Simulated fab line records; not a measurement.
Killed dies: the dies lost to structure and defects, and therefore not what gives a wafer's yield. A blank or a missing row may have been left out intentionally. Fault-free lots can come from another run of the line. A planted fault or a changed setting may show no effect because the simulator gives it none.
Split-lot trial | flow n5-finfet | 21 wafers read across 7 lots, on a route 1938 steps long

== ON THE SPLIT ==
At N5_BEOL_M11_COAT_22 (resist thk 90 nm), the setting spin-rpm was moved away from the recipe's 1500 rpm on 5 of the 21 wafers read, by -7.2% to +8.1%. For the rest of the wafers, this setting stayed at what the recipe calls for.

== FROM THE SPLIT TO THE READING: what the file shows between them, 4 steps ==
- N5_BEOL_M11_EXPOSE_25: exposes mask V10 (also split here: dose-mj)
- N5_BEOL_M11_PEB_26: peb time 60 s
- N5_BEOL_M11_DEVELOP_27: develop time 30 s
- N5_BEOL_M11_CD_MEAS_28: target cd 70 nm

== THE READING ==
CAR-ArF_of_BEOL_M11_COAT_22.thk-nm (the simulator's own value, which no gauge read), in nm, at N5_BEOL_M11_DESCUM_33 (chemistry O2, time 7.9 s). The file does not state a usual value for it. Across the 16 wafers here that went through the recipe, the average is 83.4 nm and the standard deviation 0.4 nm.

wafer  | tool, chamber at the split | spin-rpm as run, rpm | against the recipe | CAR-ArF_of_BEOL_M11_COAT_22.thk-nm, nm | against lot-mates on the recipe
L076.3 | litho-track-02, 0          | 1500                 | recipe             | 82.8                                   | -
L076.5 | litho-track-02, 0          | 1500                 | recipe             | 83                                     | -
L076.6 | litho-track-02, 0          | 1500                 | recipe             | 83.2                                   | -
L079.2 | litho-track-02, 0          | 1500                 | recipe             | 83                                     | -
L079.5 | litho-track-02, 0          | 1500                 | recipe             | 83                                     | -
L079.6 | litho-track-02, 0          | 1500                 | recipe             | 83.2                                   | -
L078.1 | litho-track-04, 0          | 1500                 | recipe             | 83.6                                   | -
L078.3 | litho-track-04, 0          | 1500                 | recipe             | 83.4                                   | -
L078.6 | litho-track-04, 0          | 1500                 | recipe             | 83.4                                   | -
L080.1 | litho-track-05, 0          | 1500                 | recipe             | 84                                     | -
L080.3 | litho-track-05, 0          | 1500                 | recipe             | 84                                     | -
L080.4 | litho-track-05, 0          | 1500                 | recipe             | 84.2                                   | -
L083.3 | litho-track-02, 0          | 1392                 | -7.2%              | 86.6                                   | +3.4
L083.4 | litho-track-02, 0          | 1500                 | recipe             | 83.2                                   | -
L083.6 | litho-track-02, 0          | 1392                 | -7.2%              | 86.4                                   | +3.2
L085.3 | litho-track-04, 0          | 1500                 | recipe             | 83.6                                   | -
L085.5 | litho-track-04, 0          | 1621                 | +8.1%              | 79.8                                   | -3.5
L085.6 | litho-track-04, 0          | 1500                 | recipe             | 83                                     | -
L087.2 | litho-track-02, 0          | 1433                 | -4.5%              | 85.2                                   | +2.0
L087.4 | litho-track-02, 0          | 1500                 | recipe             | 83.2                                   | -
L087.5 | litho-track-02, 0          | 1433                 | -4.5%              | 85.4                                   | +2.2

THE FIT
A straight line over all 21 wafers: CAR-ArF_of_BEOL_M11_COAT_22.thk-nm changes by -0.438 nm for each +1% of spin-rpm; r = -0.97; the points scatter about the line by 0.37 nm.
The same after taking each lot's own level away (the mean of its wafers on the recipe; 21 wafers): -0.452 nm for each +1%; r = -0.99; scatter 0.15 nm.
That fit puts the effect of the largest move of spin-rpm on the reading at 3.6 nm.
Across the lots, their own levels run from 83.00 to 84.07 nm, a range of 2.7 times the standard deviation given above.
Hence the lot-to-lot level has little effect on the slope; both slopes agree.
Check: for one of the wafers moved furthest among these (+8.1%), held out of the fit, the line's prediction against its lot-mates is -3.72 nm. Against them it came out at -3.5 nm.

== THESE WAFERS: OTHER SPLITS ==
Note: prior to the reading, these wafers also went through further splits. Each is held against what the fit with the lots' levels taken away leaves over:
other split on the same wafers    | wafers away from the commonest value | r with CAR-ArF_of_BEOL_M11_COAT_22.thk-nm (lot level and that fit taken away)
N5_BEOL_M9_HM_DEP_02 target-thk-a | 6                                    | -0.08
N5_BEOL_M10_COAT_59 spin-rpm      | 6                                    | -0.02
N5_BEOL_M10_VIA_ETCH_34 bias-w    | 8                                    | +0.20
N5_BEOL_M10_TRENCH_ETCH_37 bias-w | 8                                    | +0.23
N5_BEOL_M11_EXPOSE_25 dose-mj     | 7                                    | +0.05

== THE WHOLE CHAIN: every reading that the file lists as answering this split, in the file's order ==
step                   | what it does             | reading                                                                             | change (the file's fit)               | r (the file's)
N5_BEOL_M11_COAT_22    | resist thk 90 nm         | CAR-ArF_of_BEOL_M11_COAT_22.thk-nm (the simulator's own value, which no gauge read) | -0.458 nm for each +1% of the setting | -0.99
N5_BEOL_M11_DEVELOP_27 | develop time 30 s        | CAR-ArF_of_BEOL_M11_COAT_22.thk-nm (the simulator's own value, which no gauge read) | -0.469 nm for each +1% of the setting | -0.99
N5_BEOL_M11_DESCUM_33  | chemistry O2, time 7.9 s | CAR-ArF_of_BEOL_M11_COAT_22.thk-nm (the simulator's own value, which no gauge read) | -0.448 nm for each +1% of the setting | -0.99

== FILE'S OWN FIT ==
CAR-ArF_of_BEOL_M11_COAT_22.thk-nm changes by -0.448 nm for each +1% of spin-rpm, r = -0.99.
